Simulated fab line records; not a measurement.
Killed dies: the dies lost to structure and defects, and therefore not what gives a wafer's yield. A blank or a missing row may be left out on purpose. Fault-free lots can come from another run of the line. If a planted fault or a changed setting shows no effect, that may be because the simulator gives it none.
Which tool did it? :: flow n5_finfet :: 66 wafers from 22 lots sampled at 2 of the route's 1938 steps

## WHAT THE GAUGES READ, wafer by wafer
N5_FIN_SAQP_INSPECT_18: inspects for defects (brightfield).
lot: L074
measured: day 1 21:06
on: defect_inspect-01
raw_defect_count: 317 285 231

lot: L075
measured: day 2 05:01
on: defect_inspect-01
raw_defect_count: 557 244 305

lot: L076
measured: day 2 10:35
on: defect_inspect-02
raw_defect_count: 414 414 410

lot: L077
measured: day 2 16:12
on: defect_inspect-02
raw_defect_count: 413 451 338

lot: L078
measured: day 2 22:44
on: defect_inspect-01
raw_defect_count: 410 608 669

lot: L079
measured: day 3 06:01
on: defect_inspect-01
raw_defect_count: 543 410 556

lot: L081
measured: day 3 17:14
on: defect_inspect-02
raw_defect_count: 397 402 445

lot: L082
measured: day 3 23:09
on: defect_inspect-02
raw_defect_count: 393 257 499

lot: L083
measured: day 4 03:20
on: defect_inspect-02
raw_defect_count: 332 393 281

lot: L084
measured: day 4 10:46
on: defect_inspect-01
raw_defect_count: 505 497 623

lot: L085
measured: day 4 16:41
on: defect_inspect-02
raw_defect_count: 444 296 456

lot: L086
measured: day 4 22:01
on: defect_inspect-01
raw_defect_count: 565 485 557

lot: L088
measured: day 5 10:25
on: defect_inspect-01
raw_defect_count: 405 350 412

lot: L089
measured: day 5 15:55
on: defect_inspect-02
raw_defect_count: 502 420 473

lot: L090
measured: day 5 21:43
on: defect_inspect-02
raw_defect_count: 236 224 295

lot: L091
measured: day 6 03:47
on: defect_inspect-01
raw_defect_count: 494 321 501

lot: L092
measured: day 6 09:27
on: defect_inspect-01
raw_defect_count: 734 535 528

lot: L093
measured: day 6 15:15
on: defect_inspect-01
raw_defect_count: 439 284 227

lot: L094
measured: day 6 21:48
on: defect_inspect-02
raw_defect_count: 473 521 611

lot: L095
measured: day 7 03:11
on: defect_inspect-01
raw_defect_count: 339 552 416

lot: L096
measured: day 7 10:20
on: defect_inspect-01
raw_defect_count: 441 518 451

lot: L097
measured: day 7 16:23
on: defect_inspect-01
raw_defect_count: 507 506 364

## TOOL THAT RAN EACH LOT (tool first, then ch and the chambers of the sampled wafers, then the start)
lot: L074
N5_FIN_SAQP_HM_DEP_72: pecvd-02 ch 0,1,2, day 1 20:43

lot: L075
N5_FIN_SAQP_HM_DEP_72: pecvd-02 ch 0,1,2, day 2 04:31

lot: L076
N5_FIN_SAQP_HM_DEP_72: pecvd-01 ch 0,1, day 2 10:04

lot: L077
N5_FIN_SAQP_HM_DEP_72: pecvd-03 ch 0,1, day 2 15:40

lot: L078
N5_FIN_SAQP_HM_DEP_72: pecvd-01 ch 0,1,2, day 2 22:13

lot: L079
N5_FIN_SAQP_HM_DEP_72: pecvd-03 ch 0,2, day 3 05:29

lot: L081
N5_FIN_SAQP_HM_DEP_72: pecvd-01 ch 0,1,2, day 3 16:50

lot: L082
N5_FIN_SAQP_HM_DEP_72: pecvd-01 ch 0,1,2, day 3 22:46

lot: L083
N5_FIN_SAQP_HM_DEP_72: pecvd-03 ch 0,1,2, day 4 02:57

lot: L084
N5_FIN_SAQP_HM_DEP_72: pecvd-01 ch 0,1,2, day 4 10:23

lot: L085
N5_FIN_SAQP_HM_DEP_72: pecvd-02 ch 0,1,2, day 4 16:11

lot: L086
N5_FIN_SAQP_HM_DEP_72: pecvd-01 ch 0,1,2, day 4 21:30

lot: L088
N5_FIN_SAQP_HM_DEP_72: pecvd-02 ch 0,2, day 5 09:53

lot: L089
N5_FIN_SAQP_HM_DEP_72: pecvd-02 ch 0,2, day 5 15:23

lot: L090
N5_FIN_SAQP_HM_DEP_72: pecvd-01 ch 1,2, day 5 21:11

lot: L091
N5_FIN_SAQP_HM_DEP_72: pecvd-03 ch 0,1,2, day 6 03:25

lot: L092
N5_FIN_SAQP_HM_DEP_72: pecvd-01 ch 0,1,2, day 6 09:05

lot: L093
N5_FIN_SAQP_HM_DEP_72: pecvd-03 ch 0,2, day 6 14:44

lot: L094
N5_FIN_SAQP_HM_DEP_72: pecvd-02 ch 0,1,2, day 6 21:17

lot: L095
N5_FIN_SAQP_HM_DEP_72: pecvd-02 ch 0,1,2, day 7 02:41

lot: L096
N5_FIN_SAQP_HM_DEP_72: pecvd-02 ch 0,1,2, day 7 09:49

lot: L097
N5_FIN_SAQP_HM_DEP_72: pecvd-02 ch 0,1,2, day 7 15:52
- N5_FIN_SAQP_HM_DEP_72: deposits SiO2 from SiH4/N2O, target thk 12 nm, time 7.2 s.

## WHAT THE TOOLS THEMSELVES READ (means of the sampled wafers that have a number; where no wafer has one, the mark that the record gives instead)
N5_FIN_SAQP_HM_DEP_72.
lot: L074
tool: pecvd-02
heater_power_w (W): 744
showerhead_plenum_p_Torr (Torr): 8.18

lot: L075
tool: pecvd-02
heater_power_w (W): 781
showerhead_plenum_p_Torr (Torr): 8.17

lot: L076
tool: pecvd-01
heater_power_w (W): 766
showerhead_plenum_p_Torr (Torr): 8.32

lot: L077
tool: pecvd-03
heater_power_w (W): 785
showerhead_plenum_p_Torr (Torr): 8.28

lot: L078
tool: pecvd-01
heater_power_w (W): 749
showerhead_plenum_p_Torr (Torr): 8.31

lot: L079
tool: pecvd-03
heater_power_w (W): 812
showerhead_plenum_p_Torr (Torr): 8.11

lot: L081
tool: pecvd-01
heater_power_w (W): 775
showerhead_plenum_p_Torr (Torr): 8.30

lot: L082
tool: pecvd-01
heater_power_w (W): 754
showerhead_plenum_p_Torr (Torr): 8.31

lot: L083
tool: pecvd-03
heater_power_w (W): 751
showerhead_plenum_p_Torr (Torr): 8.19

lot: L084
tool: pecvd-01
heater_power_w (W): 735
showerhead_plenum_p_Torr (Torr): 8.30

lot: L085
tool: pecvd-02
heater_power_w (W): 753
showerhead_plenum_p_Torr (Torr): 8.18

lot: L086
tool: pecvd-01
heater_power_w (W): 744
showerhead_plenum_p_Torr (Torr): 8.30

lot: L088
tool: pecvd-02
heater_power_w (W): 747
showerhead_plenum_p_Torr (Torr): 8.11

lot: L089
tool: pecvd-02
heater_power_w (W): 763
showerhead_plenum_p_Torr (Torr): 8.16

lot: L090
tool: pecvd-01
heater_power_w (W): 721
showerhead_plenum_p_Torr (Torr): 8.29

lot: L091
tool: pecvd-03
heater_power_w (W): 755
showerhead_plenum_p_Torr (Torr): 8.20

lot: L092
tool: pecvd-01
heater_power_w (W): 762
showerhead_plenum_p_Torr (Torr): 8.31

lot: L093
tool: pecvd-03
heater_power_w (W): 799
showerhead_plenum_p_Torr (Torr): 8.09

lot: L094
tool: pecvd-02
heater_power_w (W): 749
showerhead_plenum_p_Torr (Torr): 8.18

lot: L095
tool: pecvd-02
heater_power_w (W): 749
showerhead_plenum_p_Torr (Torr): 8.18

lot: L096
tool: pecvd-02
heater_power_w (W): 753
showerhead_plenum_p_Torr (Torr): 8.17

lot: L097
tool: pecvd-02
heater_power_w (W): 765
showerhead_plenum_p_Torr (Torr): 8.17

## THE ANSWER, worked out from the rows above alone
Rule: what is usual is taken from the lots themselves. The widest of any qualifying gaps counts: lots, ordered by their means at a reading, are off when they make up no more than a third of the lots, leave a main group of 4 or more, and stand apart from it by 3 or more times the standard deviation of that group's means. A main group whose means are all the same, to the digits that the tables above print for the reading, isn't used. Also off: a lot with no number at a reading for which 4 or more lots have one. The other lots that the step has rows for count as sound. After the gauges, taken in route order, come the tools' own readings; for these a lot's mean is taken, as printed above. The first step at which some lot is off is used, and at that step the reading that is off furthest; a lot without a number counts as furthest.
Nothing can be told from this: no lot is off at any reading shown.

## WHAT WAS PUT IN BY THE SIMULATOR
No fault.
